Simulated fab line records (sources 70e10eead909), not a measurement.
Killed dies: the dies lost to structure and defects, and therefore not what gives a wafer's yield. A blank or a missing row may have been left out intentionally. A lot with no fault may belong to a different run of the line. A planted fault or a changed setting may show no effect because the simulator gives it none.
Matching of chambers | flow nand_harc | 3 sister chambers for NHARC_A_M0_PRE_CLEAN_31 on pecvd-02
The step time 12 s. 3 wafers are shown with their chamber, then 11 later ones without.

== EACH WAFER AND ITS CHAMBER ==
wafer  | chamber | heater_power_w (W)
L086.3 | 2       | 712
L086.4 | 1       | 569
L085.2 | 0       | 838

== WAFERS MISSING THEIR CHAMBER ==
wafer  | heater_power_w (W)
L085.3 | 632
L085.6 | 821
L089.1 | 644
L089.2 | 847
L089.3 | 617
L093.1 | 801
L093.2 | 674
L093.4 | 664
L093.3 | 676
L093.5 | 724
L093.6 | 826

== EACH ONE'S CHAMBER ==
wafer  | from the rows above     | in truth
L085.3 | can't be placed: 1 or 2 | 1
L085.6 | 0                       | 0
L089.1 | can't be placed: 2 or 1 | 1
L089.2 | 0                       | 0
L089.3 | can't be placed: 1 or 2 | 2
L093.1 | can't be placed: 0 or 2 | 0
L093.2 | can't be placed: 2 or 1 | 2
L093.4 | can't be placed: 2 or 1 | 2
L093.3 | can't be placed: 2 or 1 | 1
L093.5 | 2                       | 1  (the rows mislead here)
L093.6 | 0                       | 0
Correctly placed: 3 of 11. Cannot be placed on the basis of these rows: 7; the candidates contain the true chamber in 7. Placed wrongly: 1.
How it was worked out, from the rows above alone: a wafer's distance from a chamber is the root of the sum, over the readings, of the square of ((its reading less the chamber's mean) divided by the reading's scatter). If the next closest chamber is less than 2 further off than the closest, the wafer can't be placed; otherwise it belongs to the closest. A chamber's mean is the mean of its shown wafers. The scatter (one wafer shown for each chamber): square how far every hidden wafer sits from the nearest shown wafer, average those squares and take the square root.
